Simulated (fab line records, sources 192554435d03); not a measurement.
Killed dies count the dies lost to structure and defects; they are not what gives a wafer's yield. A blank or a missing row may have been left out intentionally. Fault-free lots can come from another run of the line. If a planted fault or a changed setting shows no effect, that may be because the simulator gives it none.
fab line records -- flow n5Finfet
record: lots: 7, wafers: 21
route steps=1938 shown WELL_APT@21 FIN_CUT@160 SD_EPI_N@264 SD_EPI_P@301 SDB@369
startH: hours from the record's first day to the start of the lot's first wafer shown -- waitH: hours elapsed since this lot's preceding step -- " as in the row above -- L1.1+2: several wafers, shown together as one row -- - no value, or no start was given -- * or withheld: withheld -- < > ~ a bound
route shown NAME@n: NAME is a module with steps in the file, n the number in the route of the first one -- usual: the fault-free wafers' mean and standard deviation -- same: alike in all rows -- chamber/n: place in a boat -- sites: each site's reading -- _std_site: the values' standard deviation -- _edge_site: inner sites' mean taken away from outer sites' mean -- radiusMm: for every site, how far away it sits from the centre of the wafer -- mask NAME#n: copy n -- behind: the tool/chamber that last shaped the wafer -- hold: why the lot was held/for how many hours/how that ended -- device: which transistor (n, p or np) failed to switch -- end of line: at the end of the route, the tests of the same wafers -- a step with no rows: only its recipe -- killed: at the first sort, the dies lost to defects and structure; wafer yield is something else -- map: per-die view of a wafer (x killed, . not killed, _ where there is no die)
set.NAME: the setting that was run; set.NAME@STEP: the one run at that earlier step -- model.NAME: the simulator's own value behind a step, which no gauge read
lots where settings were altered on purpose, with a table for each step and a row for each wafer
== steps ==
step: N5_WELL_APT_COAT_02
recipe: spinRpm: 1357, resistThkNm: 950
lot.wafer,tool,chamber,startH,waitH,set.spinRpm,model.coat_of_WELL_APT_COAT_02.thkNm
L075.1,lithoTrack-04,0,-,-,1357,946.1
L075.3,lithoTrack-04,0,-,-,1357,947.6
L075.6,lithoTrack-04,0,-,-,1357,948
L080.1,lithoTrack-04,0,-,-,1357,948.9
L080.2,lithoTrack-04,0,-,-,1357,949.3
L080.4,lithoTrack-04,0,-,-,1357,947
L082.2,lithoTrack-04,0,-,-,1399,931.8
L082.4,lithoTrack-04,0,-,-,1399,930.4
L082.6,lithoTrack-04,0,-,-,1357,947.8
L091.2,lithoTrack-01,0,-,-,1357,948
L091.3,lithoTrack-01,0,-,-,1506,902.8
L091.4,lithoTrack-01,0,-,-,1506,901
L095.2,lithoTrack-04,0,-,-,1357,945
L095.3,lithoTrack-04,0,-,-,1357,946.9
L095.4,lithoTrack-04,0,-,-,1357,945.7
L096.1,lithoTrack-01,0,-,-,1357,947.3
L096.4,lithoTrack-01,0,-,-,1281,974.9
L096.5,lithoTrack-01,0,-,-,1281,972.9
L097.1,lithoTrack-04,0,-,-,1400,931.4
L097.2,lithoTrack-04,0,-,-,1400,930.1
L097.3,lithoTrack-04,0,-,-,1357,945.2
step: N5_WELL_APT_PEB_06
recipe: pebTempC: 130, pebTimeS: 90
lot.wafer,tool,chamber,startH,waitH,set.pebTimeS
L075.1+3,lithoTrack-04,0,19.58,0.1,90
L075.6,lithoTrack-04,0,19.58,0.1,106.7
L080.1+2,lithoTrack-03,0,50.33,0.1,106.1
L080.4,lithoTrack-03,0,50.33,0.1,90
L082.2+6,lithoTrack-01,0,61.45,0.0,90
L082.4,lithoTrack-01,0,61.45,0.0,100.5
L091.2+3+4,lithoTrack-04,0,115.98,0.0,100.3
L095.2+3+4,lithoTrack-01,0,139.58,0.0,90
L096.1+4,lithoTrack-01,0,145.44,0.1,90
L096.5,lithoTrack-01,0,145.44,0.1,81.27
L097.1,lithoTrack-03,0,152.11,0.1,90
L097.2+3,lithoTrack-03,0,152.11,0.1,109.1
step: N5_WELL_APT_DEVELOP_07
recipe: developTimeS: 45, rinseLiquid: surfactantRinse, dry: airSpin, devTempC: 21
step: N5_WELL_APT_HARDBAKE_12
recipe: tempC: 130, timeS: 120
step: N5_WELL_APT_CD_MEAS_08
recipe: targetCdNm: 200, landingEnergyEv: 500, detector: seInlens
usual: cdNm: 199.5/1.4
lot.wafer,tool,chamber,startH,waitH,set.pebTimeS@WELL_APT_PEB_06,cdNm
L075.1,cdSem-03,0,19.69,-,90,199.1
L075.3,cdSem-03,0,19.69,-,90,201.5
L075.6,cdSem-03,0,19.69,-,106.7,204.4
L080.1,cdSem-02,0,50.45,-,106.1,205.2
L080.2,cdSem-02,0,50.45,-,106.1,206.3
L080.4,cdSem-02,0,50.45,-,90,199.4
L082.2,cdSem-01,0,61.56,-,90,198.7
L082.4,cdSem-01,0,61.56,-,100.5,204.5
L082.6,cdSem-01,0,61.56,-,90,198.9
L091.2,cdSem-01,0,116.09,-,100.3,203.2
L091.3,cdSem-01,0,116.09,-,100.3,206.1
L091.4,cdSem-01,0,116.09,-,100.3,207.0
L095.2,cdSem-03,0,139.69,-,90,199.4
L095.3,cdSem-03,0,139.69,-,90,200.9
L095.4,cdSem-03,0,139.69,-,90,200.4
L096.1,cdSem-01,0,145.56,-,90,201.7
L096.4,cdSem-01,0,145.56,-,90,198.1
L096.5,cdSem-01,0,145.56,-,81.27,194.7
L097.1,cdSem-02,0,152.23,-,90,202.2
L097.2,cdSem-02,0,152.23,-,109.1,207.4
L097.3,cdSem-02,0,152.23,-,109.1,206.2
step: N5_FIN_CUT_EXPOSE_05
recipe: maskId: FIN_CUT, na: 0.33, sourceShape: annular, sigmaInner: 0.35, sigmaOuter: 0.8, polarization: unpolarized, doseMj: 45.75
lot.wafer,tool,chamber,startH,waitH,mask,set.doseMj
L075.1+3,euvScanner-02,0,33.13,-,FIN_CUT#0,45.75
L075.6,euvScanner-02,0,33.13,-,FIN_CUT#0,47.71
L080.1+2+4,euvScanner-02,0,67.69,-,FIN_CUT#0,45.75
L082.2,euvScanner-01,0,76.65,-,FIN_CUT#0,45.75
L082.4+6,euvScanner-01,0,76.65,-,FIN_CUT#0,48.22
L091.2+4,euvScanner-01,0,128.65,-,FIN_CUT#0,44.66
L091.3,euvScanner-01,0,128.65,-,FIN_CUT#0,45.75
L095.2+3+4,euvScanner-02,0,152.04,-,FIN_CUT#0,45.75
L096.1+5,euvScanner-02,0,173.24,-,FIN_CUT#0,42.45
L096.4,euvScanner-02,0,173.24,-,FIN_CUT#0,45.75
L097.1+2+3,euvScanner-02,0,173.29,-,FIN_CUT#0,45.75
step: N5_FIN_CUT_PEB_06
recipe: pebTempC: 100, pebTimeS: 60, resist: CAR-EUV
step: N5_FIN_CUT_DEVELOP_07
recipe: developTimeS: 30, developer: TMAH, resist: CAR-EUV, rinseLiquid: surfactantRinse, dry: airSpin, devTempC: 23
step: N5_FIN_CUT_CD_MEAS_08
recipe: targetCdNm: 29.1, landingEnergyEv: 500, detector: seInlens, polarity: opening
usual: cdNm: 29.08/0.28
lot.wafer,tool,chamber,startH,waitH,set.doseMj@FIN_CUT_EXPOSE_05,cdNm
L075.1,cdSem-03,0,33.26,-,45.75,29.26
L075.3,cdSem-03,0,33.26,-,45.75,28.70
L075.6,cdSem-03,0,33.26,-,47.71,29.87
L080.1,cdSem-02,0,67.82,-,45.75,29.32
L080.2,cdSem-02,0,67.82,-,45.75,29.33
L080.4,cdSem-02,0,67.82,-,45.75,29.26
L082.2,cdSem-01,0,76.78,-,45.75,28.79
L082.4,cdSem-01,0,76.78,-,48.22,29.45
L082.6,cdSem-01,0,76.78,-,48.22,29.61
L091.2,cdSem-01,0,128.77,-,44.66,28.38
L091.3,cdSem-01,0,128.77,-,45.75,28.91
L091.4,cdSem-01,0,128.77,-,44.66,28.40
L095.2,cdSem-03,0,152.16,-,45.75,28.68
L095.3,cdSem-03,0,152.16,-,45.75,29.14
L095.4,cdSem-03,0,152.16,-,45.75,28.90
L096.1,cdSem-03,0,173.38,-,42.45,27.92
L096.4,cdSem-03,0,173.38,-,45.75,29.33
L096.5,cdSem-03,0,173.38,-,42.45,27.72
L097.1,cdSem-03,0,173.42,-,45.75,28.74
L097.2,cdSem-03,0,173.42,-,45.75,29.27
L097.3,cdSem-03,0,173.42,-,45.75,28.56
step: N5_FIN_CUT_DESCUM_13
recipe: chemistry: O2, timeS: 7, sourcePowerW: 50, biasPowerW: 20, pressureMtorr: 20, rfFrequencyHz: 2.712e+07, tempC: 40, resist: CAR-EUV, o2FlowSccm: 225
step: N5_FIN_CUT_ETCH_30
recipe: chemistry: N2/H2, target: underlayer, targetDepthA: 130, maskMaterial: CAR-EUV, timeS: 10.4, ionEnergyEv: 200, pressureMtorr: 30, sourceW: 840, biasW: 150, n2FlowSccm: 200, h2FlowSccm: 200, ends: cleared
lot.wafer,tool,chamber,startH,waitH,set.doseMj@FIN_CUT_EXPOSE_05,model.FIN_CUT.cdOffsetNm
L075.1,rieDiel-01,0,33.82,0.0,45.75,-0.2
L075.3,rieDiel-01,3,33.82,0.0,45.75,-0.4
L075.6,rieDiel-01,2,33.82,0.0,47.71,0.8
L080.1+4,rieDiel-05,"1,0",67.98,0.0,45.75,0.2
L080.2,rieDiel-05,2,67.98,0.0,45.75,-0.2
L082.2,rieDiel-01,2,76.94,0.0,45.75,-0.2
L082.4+6,rieDiel-01,"3,1",76.94,0.0,48.22,0.6
L091.2+4,rieDiel-04,"0,1",128.93,0.0,44.66,-0.6
L091.3,rieDiel-04,2,128.93,0.0,45.75,-0.4
L095.2,rieDiel-04,2,152.57,0.0,45.75,-0.4
L095.3,rieDiel-04,3,152.57,0.0,45.75,0
L095.4,rieDiel-04,0,152.57,0.0,45.75,-0.2
L096.1,rieDiel-01,2,173.54,0.0,42.45,-1.2
L096.4,rieDiel-01,0,173.54,0.0,45.75,-0.2
L096.5,rieDiel-01,3,173.54,0.0,42.45,-1.4
L097.1+3,rieDiel-05,"1,2",173.58,0.0,45.75,-0.2
L097.2,rieDiel-05,0,173.58,0.0,45.75,0
step: N5_FIN_CUT_ETCH_21
recipe: chemistry: N2/H2, target: SOC, targetDepthA: 2190, overetchA: 438, maskMaterial: SiARC, tempC: 40, ionEnergyEv: 100, biasW: 61, timeS: 523.5, pressureMtorr: 30, sourceW: 850, n2FlowSccm: 200, h2FlowSccm: 200
lot.wafer,tool,chamber,startH,waitH,set.timeS,model.SiARC_of_FIN_CUT_COAT_19.thkNm
L075.1,rieDiel-01,0,33.88,0.0,460.4,12.8
L075.3,rieDiel-01,3,33.88,0.0,523.5,12
L075.6,rieDiel-01,2,33.88,0.0,460.4,13
L080.1,rieDiel-05,1,68.04,0.0,523.5,11.6
L080.2,rieDiel-05,2,68.04,0.0,459.6,13
L080.4,rieDiel-05,0,68.04,0.0,523.5,11.8
L082.2+4,rieDiel-01,"2,3",77.00,0.0,523.5,12
L082.6,rieDiel-01,1,77.00,0.0,523.5,11.8
L091.2,rieDiel-04,0,128.99,0.0,606,10.8
L091.3,rieDiel-04,2,128.99,0.0,523.5,11.4
L091.4,rieDiel-04,1,128.99,0.0,523.5,11.8
L095.2,rieDiel-04,2,152.63,0.0,523.5,11.6
L095.3,rieDiel-04,3,152.63,0.0,523.5,12.2
L095.4,rieDiel-04,0,152.63,0.0,523.5,12
L096.1,rieDiel-01,2,173.60,0.0,523.5,12
L096.4,rieDiel-01,0,173.60,0.0,585,10.6
L096.5,rieDiel-01,3,173.60,0.0,585,11
L097.1,rieDiel-05,1,173.64,0.0,523.5,11.8
L097.2,rieDiel-05,0,173.64,0.0,571.8,11.2
L097.3,rieDiel-05,2,173.64,0.0,571.8,11.4
step: N5_SD_EPI_N_COAT_03
recipe: resist: CAR-ArF-block, spinRpm: 1500, resistThkNm: 150
lot.wafer,tool,chamber,startH,waitH,set.spinRpm,model.CAR-ArF-block_of_SD_EPI_N_COAT_03.thkNm
L075.1,lithoTrack-04,0,-,-,1500,150.4
L075.3,lithoTrack-04,0,-,-,1628,144.2
L075.6,lithoTrack-04,0,-,-,1500,149.8
L080.1,lithoTrack-03,0,-,-,1382,157.2
L080.2,lithoTrack-03,0,-,-,1500,150.6
L080.4,lithoTrack-03,0,-,-,1382,157
L082.2,lithoTrack-01,0,-,-,1557,147.8
L082.4,lithoTrack-01,0,-,-,1557,148
L082.6,lithoTrack-01,0,-,-,1500,150
L091.2,lithoTrack-01,0,-,-,1412,155.4
L091.3,lithoTrack-01,0,-,-,1500,150.6
L091.4,lithoTrack-01,0,-,-,1412,155
L095.2+3+4,lithoTrack-03,0,-,-,1500,150.4
L097.1,lithoTrack-03,0,-,-,1500,150.8
L097.2,lithoTrack-03,0,-,-,1638,144.6
L097.3,lithoTrack-03,0,-,-,1500,150.6
L096.1+4+5,lithoTrack-03,0,-,-,1500,151
step: N5_SD_EPI_N_EBR_05
recipe: solvent: PGMEA, ebrWidthMm: 1.5
step: N5_SD_EPI_N_SOFTBAKE_04
recipe: tempC: 110, timeS: 60, resist: CAR-ArF-block
step: N5_SD_EPI_N_EXPOSE_06
recipe: maskId: SD_N_BLK, na: 1.35, sourceShape: conventional, sigmaOuter: 0.8, polarization: unpolarized, targetCdNm: 120, doseMj: 39.75
step: N5_SD_EPI_N_PEB_07
recipe: pebTempC: 110, pebTimeS: 60, resist: CAR-ArF-block
step: N5_SD_EPI_N_DEVELOP_08
recipe: developTimeS: 30, developer: TMAH, resist: CAR-ArF-block, devTempC: 23, rinseLiquid: diw, dry: airSpin
lot.wafer,tool,chamber,startH,waitH,set.spinRpm@SD_EPI_N_COAT_03,model.CAR-ArF-block_of_SD_EPI_N_COAT_03.thkNm
L075.1,lithoTrack-04,0,-,-,1500,148.8
L075.3,lithoTrack-04,0,-,-,1628,142.4
L075.6,lithoTrack-04,0,-,-,1500,148.2
L080.1,lithoTrack-03,0,-,-,1382,155.6
L080.2,lithoTrack-03,0,-,-,1500,148.8
L080.4,lithoTrack-03,0,-,-,1382,155.4
L082.2+4,lithoTrack-03,0,-,-,1557,146.2
L082.6,lithoTrack-03,0,-,-,1500,148.4
L091.2,lithoTrack-04,0,-,-,1412,153.8
L091.3,lithoTrack-04,0,-,-,1500,148.8
L091.4,lithoTrack-04,0,-,-,1412,153.2
L095.2,lithoTrack-03,0,-,-,1500,148.6
L095.3+4,lithoTrack-03,0,-,-,1500,148.8
L097.1+3,lithoTrack-01,0,-,-,1500,149
L097.2,lithoTrack-01,0,-,-,1638,142.8
L096.1+4+5,lithoTrack-04,0,-,-,1500,149.4
step: N5_SD_EPI_N_DESCUM_14
recipe: chemistry: O2, timeS: 7.9, sourcePowerW: 50, biasPowerW: 20, pressureMtorr: 20, rfFrequencyHz: 2.712e+07, tempC: 40, resist: CAR-ArF-block, o2FlowSccm: 225
step: N5_SD_EPI_N_ETCH_34
recipe: chemistry: CF4, target: SiARC, targetDepthA: 455, maskMaterial: CAR-ArF-block, timeS: 75.8, ionEnergyEv: 80, pressureMtorr: 40, sourceW: 545, biasW: 36, Ar_flow_sccm: 100, cf4FlowSccm: 100, ends: cleared
lot.wafer,tool,chamber,startH,waitH,set.spinRpm@SD_EPI_N_COAT_03,model.CAR-ArF-block_of_SD_EPI_N_COAT_03.thkNm
L075.1,rieDiel-03,3,58.57,0.0,1500,111.6
L075.3,rieDiel-03,0,58.57,0.0,1628,105.2
L075.6,rieDiel-03,2,58.57,0.0,1500,110.8
L080.1,rieDiel-03,1,89.61,0.0,1382,118.2
L080.2,rieDiel-03,3,89.61,0.0,1500,111.6
L080.4,rieDiel-03,1,89.61,0.0,1382,118
L082.2,rieDiel-06,3,98.96,0.0,1557,108.6
L082.4,rieDiel-06,1,98.96,0.0,1557,108.8
L082.6,rieDiel-06,3,98.96,0.0,1500,110.8
L091.2,rieDiel-02,1,156.84,0.0,1412,116.6
L091.3,rieDiel-02,0,156.84,0.0,1500,111.6
L091.4,rieDiel-02,3,156.84,0.0,1412,116
L095.2+3,rieDiel-02,"0,3",184.08,0.0,1500,111.2
L095.4,rieDiel-02,1,184.08,0.0,1500,111.4
L097.1+3,rieDiel-06,"2,1",195.71,0.0,1500,111.6
L097.2,rieDiel-06,3,195.71,0.0,1638,105.4
L096.1,rieDiel-02,0,199.03,0.0,1500,111.8
L096.4,rieDiel-02,1,199.03,0.0,1500,112
L096.5,rieDiel-02,2,199.03,0.0,1500,111.6
step: N5_SD_EPI_P_PEB_07
recipe: pebTempC: 110, pebTimeS: 60, resist: CAR-ArF-block
lot.wafer,tool,chamber,startH,waitH,set.pebTimeS
L075.1,lithoTrack-05,0,62.99,0.1,60
L075.3+6,lithoTrack-05,0,62.99,0.1,63.56
L080.1+2,lithoTrack-02,0,93.85,0.1,60
L080.4,lithoTrack-02,0,93.85,0.1,51.3
L082.2+4,lithoTrack-05,0,103.22,0.0,52.61
L082.6,lithoTrack-05,0,103.22,0.0,60
L091.2+3,lithoTrack-05,0,161.78,0.0,60
L091.4,lithoTrack-05,0,161.78,0.0,53.89
L095.2+3+4,lithoTrack-05,0,188.32,0.0,60
L097.1+2,lithoTrack-02,0,199.95,0.1,60
L097.3,lithoTrack-02,0,199.95,0.1,64.16
L096.1+4,lithoTrack-04,0,203.58,0.1,60
L096.5,lithoTrack-04,0,203.58,0.1,70.11
step: N5_SD_EPI_P_DEVELOP_08
recipe: developTimeS: 30, developer: TMAH, resist: CAR-ArF-block, devTempC: 23, rinseLiquid: diw, dry: airSpin
step: N5_SD_EPI_P_CD_MEAS_09
recipe: targetCdNm: 240, landingEnergyEv: 500, detector: seInlens
usual: cdNm: 240.0/0.62
lot.wafer,tool,chamber,startH,waitH,set.pebTimeS@SD_EPI_P_PEB_07,cdNm
L075.1,cdSem-03,0,63.06,-,60,240.0
L075.3,cdSem-03,0,63.06,-,63.56,241.7
L075.6,cdSem-03,0,63.06,-,63.56,242.1
L080.1,cdSem-03,0,93.92,-,60,240.6
L080.2,cdSem-03,0,93.92,-,60,240.2
L080.4,cdSem-03,0,93.92,-,51.3,234.1
L082.2,cdSem-01,0,103.29,-,52.61,235.5
L082.4,cdSem-01,0,103.29,-,52.61,235.0
L082.6,cdSem-01,0,103.29,-,60,240.4
L091.2,cdSem-02,0,161.84,-,60,240.1
L091.3,cdSem-02,0,161.84,-,60,240.2
L091.4,cdSem-02,0,161.84,-,53.89,236.0
L095.2,cdSem-02,0,188.39,-,60,240.1
L095.3,cdSem-02,0,188.39,-,60,239.3
L095.4,cdSem-02,0,188.39,-,60,239.5
L097.1,cdSem-03,0,200.02,-,60,240.1
L097.2,cdSem-03,0,200.02,-,60,241.9
L097.3,cdSem-03,0,200.02,-,64.16,243.8
L096.1,cdSem-03,0,203.65,-,60,238.6
L096.4,cdSem-03,0,203.65,-,60,239.1
L096.5,cdSem-03,0,203.65,-,70.11,245.9
step: N5_SD_EPI_P_DESCUM_14
recipe: chemistry: O2, timeS: 7.9, sourcePowerW: 50, biasPowerW: 20, pressureMtorr: 20, rfFrequencyHz: 2.712e+07, tempC: 40, resist: CAR-ArF-block, o2FlowSccm: 225
lot.wafer,tool,chamber,startH,waitH,set.pebTimeS@SD_EPI_P_PEB_07,model.SD_EPI_P.cdNm
L075.1,rieDiel-01,1,63.20,0.1,60,240.4
L075.3+6,rieDiel-01,"3,2",63.20,0.1,63.56,241.8
L080.1,rieDiel-01,3,94.02,0.0,60,240
L080.2,rieDiel-01,1,94.02,0.0,60,240.4
L080.4,rieDiel-01,2,94.02,0.0,51.3,234.2
L082.2,rieDiel-05,2,103.38,0.0,52.61,235.4
L082.4,rieDiel-05,3,103.38,0.0,52.61,235.2
L082.6,rieDiel-05,1,103.38,0.0,60,240.2
L091.2,rieDiel-04,3,161.94,0.0,60,240.2
L091.3,rieDiel-04,0,161.94,0.0,60,239.8
L091.4,rieDiel-04,2,161.94,0.0,53.89,235.8
L095.2,rieDiel-05,0,188.77,0.3,60,240
L095.3+4,rieDiel-05,"1,2",188.77,0.3,60,239.4
L097.1,rieDiel-04,1,200.47,0.4,60,240
L097.2,rieDiel-04,2,200.47,0.4,60,242
L097.3,rieDiel-04,0,200.47,0.4,64.16,244.2
L096.1,rieDiel-01,2,203.74,0.0,60,238.8
L096.4,rieDiel-01,2,203.74,0.0,60,239.4
L096.5,rieDiel-01,0,203.74,0.0,70.11,246
step: N5_SD_EPI_P_ETCH_36
recipe: chemistry: CF4, target: SiARC, targetDepthA: 455, maskMaterial: CAR-ArF-block, timeS: 75.8, ionEnergyEv: 80, pressureMtorr: 40, sourceW: 545, biasW: 36, Ar_flow_sccm: 100, cf4FlowSccm: 100, ends: cleared
step: N5_SD_EPI_P_ETCH_37
recipe: chemistry: N2/H2, target: SOC, overetchA: 1080, maskMaterial: SiARC, tempC: 40, ionEnergyEv: 100, sourceW: 3000, biasW: 133, pressureMtorr: 20, timeS: 486, n2FlowSccm: 200, h2FlowSccm: 200, ends: endPoint
lot.wafer,tool,chamber,startH,waitH,set.pebTimeS@SD_EPI_P_PEB_07,model.SD_EPI_P.cdNm
L075.1,rieDiel-01,1,63.29,0.0,60,239.6
L075.3,rieDiel-01,3,63.29,0.0,63.56,242.2
L075.6,rieDiel-01,2,63.29,0.0,63.56,240
L080.1,rieDiel-01,3,94.12,0.0,60,240.6
L080.2,rieDiel-01,1,94.12,0.0,60,241.2
L080.4,rieDiel-01,2,94.12,0.0,51.3,232.2
L082.2,rieDiel-05,2,103.47,0.0,52.61,235
L082.4,rieDiel-05,3,103.47,0.0,52.61,233.8
L082.6,rieDiel-05,1,103.47,0.0,60,240.6
L091.2,rieDiel-04,3,162.03,0.0,60,240.4
L091.3,rieDiel-04,0,162.03,0.0,60,239.8
L091.4,rieDiel-04,2,162.03,0.0,53.89,237
L095.2,rieDiel-05,0,188.87,0.0,60,238.6
L095.3,rieDiel-05,1,188.87,0.0,60,240
L095.4,rieDiel-05,2,188.87,0.0,60,238.8
L097.1,rieDiel-04,1,200.56,0.0,60,239.6
L097.2,rieDiel-04,2,200.56,0.0,60,243.4
L097.3,rieDiel-04,0,200.56,0.0,64.16,245.6
L096.1,rieDiel-01,2,203.83,0.0,60,238.4
L096.4,rieDiel-01,2,203.83,0.0,60,238.8
L096.5,rieDiel-01,0,203.83,0.0,70.11,247.8
step: N5_SD_EPI_P_STRIP_38
recipe: chemistry: N2/H2, tempC: 40, n2FlowSccm: 200, h2FlowSccm: 200, rfFrequencyHz: 6e+07
step: N5_SD_EPI_P_ETCHBACK_46
recipe: chemistry: CH3F/O2, mode: anisotropicEtchback, target: SiNx, targetDepthA: 175, stopOn: SiO2, overEtchFrac: 0.3, ionEnergyEv: 120, pressureMtorr: 30, sourceW: 395, biasW: 73, Ar_flow_sccm: 150, CH3F_flow_sccm: 30, O2_flow_sccm: 20
step: N5_SD_EPI_P_ETCH_47
recipe: chemistry: CH3F/O2, target: SiOCN, targetDepthA: 250, maskMaterial: SOC, ionEnergyEv: 60, biasW: 29, pressureMtorr: 30, sourceW: 410, Ar_flow_sccm: 150, CH3F_flow_sccm: 30, O2_flow_sccm: 20
lot.wafer,tool,chamber,startH,waitH,set.pebTimeS@SD_EPI_P_PEB_07,model.SD_EPI_P.cdNm
L075.1,rieDiel-01,1,63.71,0.1,60,239.8
L075.3,rieDiel-01,3,63.71,0.1,63.56,242.2
L075.6,rieDiel-01,2,63.71,0.1,63.56,239.8
L080.1,rieDiel-01,3,94.54,0.1,60,240.6
L080.2,rieDiel-01,1,94.54,0.1,60,241.2
L080.4,rieDiel-01,2,94.54,0.1,51.3,232
L082.2,rieDiel-05,2,103.89,0.1,52.61,235
L082.4,rieDiel-05,3,103.89,0.1,52.61,233.8
L082.6,rieDiel-05,1,103.89,0.1,60,240.8
L091.2,rieDiel-04,3,162.46,0.1,60,240.4
L091.3,rieDiel-04,0,162.46,0.1,60,239.8
L091.4,rieDiel-04,2,162.46,0.1,53.89,237
L095.2,rieDiel-05,0,189.29,0.1,60,238.6
L095.3,rieDiel-05,1,189.29,0.1,60,240
L095.4,rieDiel-05,2,189.29,0.1,60,238.8
L097.1,rieDiel-04,1,200.98,0.1,60,239.6
L097.2,rieDiel-04,2,200.98,0.1,60,243.4
L097.3,rieDiel-04,0,200.98,0.1,64.16,245.4
L096.1,rieDiel-01,2,204.25,0.1,60,238.2
L096.4,rieDiel-01,2,204.25,0.1,60,238.8
L096.5,rieDiel-01,0,204.25,0.1,70.11,247.8
step: N5_SDB_CUT_ETCH_26
recipe: chemistry: HBr/Cl2/O2, target: Si, targetDepthA: 1296, btTimeS: 20, maskMaterial: SiNx, timeS: 51.8, ionEnergyEv: *, biasW: *, pressureMtorr: 10, icpW: 800, HBr_flow_sccm: 150, Cl2_flow_sccm: 80, O2_flow_sccm: 12
lot.wafer,tool,chamber,startH,waitH,set.biasW,model.SDB.featureDepthNm,model.etch.depthNm,model.SiNx_of_SDB_HM_DEP_00.thkNm
L075.1,rieSi-06,3,75.45,0.1,*,130,130,22.2
L075.3,rieSi-06,0,75.45,0.1,*,126.8,126.8,23.4
L075.6,rieSi-06,1,75.45,0.1,*,129.2,129.2,22.6
L080.1,rieSi-06,2,109.62,0.1,*,133.4,133.4,21
L080.2,rieSi-06,1,109.62,0.1,*,129.2,129.2,22.4
L080.4,rieSi-06,2,109.62,0.1,*,134.2,134.1,21.2
L082.2,rieSi-02,3,116.28,0.1,*,130.8,130.8,21.2
L082.4,rieSi-02,2,116.28,0.1,*,123.4,123.3,24.6
L082.6,rieSi-02,0,116.28,0.1,*,125.4,125.5,23.8
L091.2,rieSi-06,0,175.70,0.1,*,127.2,127.1,21.4
L091.3,rieSi-06,1,175.70,0.1,*,132.4,132.3,20
L091.4,rieSi-06,1,175.70,0.1,*,128.6,128.6,21.4
L095.2,rieSi-02,0,201.07,0.1,*,130,130.1,22.4
L095.3,rieSi-02,1,201.07,0.1,*,129,129,21.8
L095.4,rieSi-02,3,201.07,0.1,*,130,130.1,22
L097.1,rieSi-02,3,213.23,0.1,*,135.2,135.2,19.4
L097.2,rieSi-02,2,213.23,0.1,*,129.6,129.5,22
L097.3,rieSi-02,0,213.23,0.1,*,136.2,136.2,20.2
L096.1,rieSi-04,0,216.57,0.1,*,128,127.9,22
L096.4,rieSi-04,3,216.57,0.1,*,130.6,130.7,21.4
L096.5,rieSi-04,3,216.57,0.1,*,128,127.9,22.8
== key ==
split: step: N5_WELL_APT_COAT_02, setting: spinRpm, stated: 1357, by: wafer
response: step: N5_WELL_APT_COAT_02, reading: model.coat_of_WELL_APT_COAT_02.thkNm, change: -4.39, per: 1%, r: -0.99
split: step: N5_WELL_APT_PEB_06, setting: pebTimeS, stated: 90, by: wafer
response: step: N5_WELL_APT_CD_MEAS_08, reading: cdNm, change: +0.3, per: 1%, r: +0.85
split: step: N5_FIN_CUT_EXPOSE_05, setting: doseMj, stated: 45.75, by: wafer
response: step: N5_FIN_CUT_CD_MEAS_08, reading: cdNm, change: +0.19, per: 1%, r: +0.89
response: step: N5_FIN_CUT_ETCH_30, reading: model.FIN_CUT.cdOffsetNm, change: +0.166, per: 1%, r: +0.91
split: step: N5_FIN_CUT_ETCH_21, setting: timeS, stated: 523.5, by: wafer
response: step: N5_FIN_CUT_ETCH_21, reading: model.SiARC_of_FIN_CUT_COAT_19.thkNm, change: -0.0758, per: 1%, r: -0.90
split: step: N5_SD_EPI_N_COAT_03, setting: spinRpm, stated: 1500, by: wafer
response: step: N5_SD_EPI_N_COAT_03, reading: model.CAR-ArF-block_of_SD_EPI_N_COAT_03.thkNm, change: -0.718, per: 1%, r: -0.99
response: step: N5_SD_EPI_N_DEVELOP_08, reading: model.CAR-ArF-block_of_SD_EPI_N_COAT_03.thkNm, change: -0.737, per: 1%, r: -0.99
response: step: N5_SD_EPI_N_ETCH_34, reading: model.CAR-ArF-block_of_SD_EPI_N_COAT_03.thkNm, change: -0.727, per: 1%, r: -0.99
split: step: N5_SD_EPI_P_PEB_07, setting: pebTimeS, stated: 60, by: wafer
response: step: N5_SD_EPI_P_CD_MEAS_09, reading: cdNm, change: +0.414, per: 1%, r: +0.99
response: step: N5_SD_EPI_P_DESCUM_14, reading: model.SD_EPI_P.cdNm, change: +0.404, per: 1%, r: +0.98
response: step: N5_SD_EPI_P_ETCH_37, reading: model.SD_EPI_P.cdNm, change: +0.512, per: 1%, r: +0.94
response: step: N5_SD_EPI_P_ETCH_47, reading: model.SD_EPI_P.cdNm, change: +0.517, per: 1%, r: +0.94
split: step: N5_SDB_CUT_ETCH_26, setting: biasW, stated: *, by: wafer
response: step: N5_SDB_CUT_ETCH_26, reading: model.SDB.featureDepthNm, change: +0.355, per: 1%, r: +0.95
response: step: N5_SDB_CUT_ETCH_26, reading: model.etch.depthNm, change: +0.357, per: 1%, r: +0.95
response: step: N5_SDB_CUT_ETCH_26, reading: model.SiNx_of_SDB_HM_DEP_00.thkNm, change: -0.13, per: 1%, r: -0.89
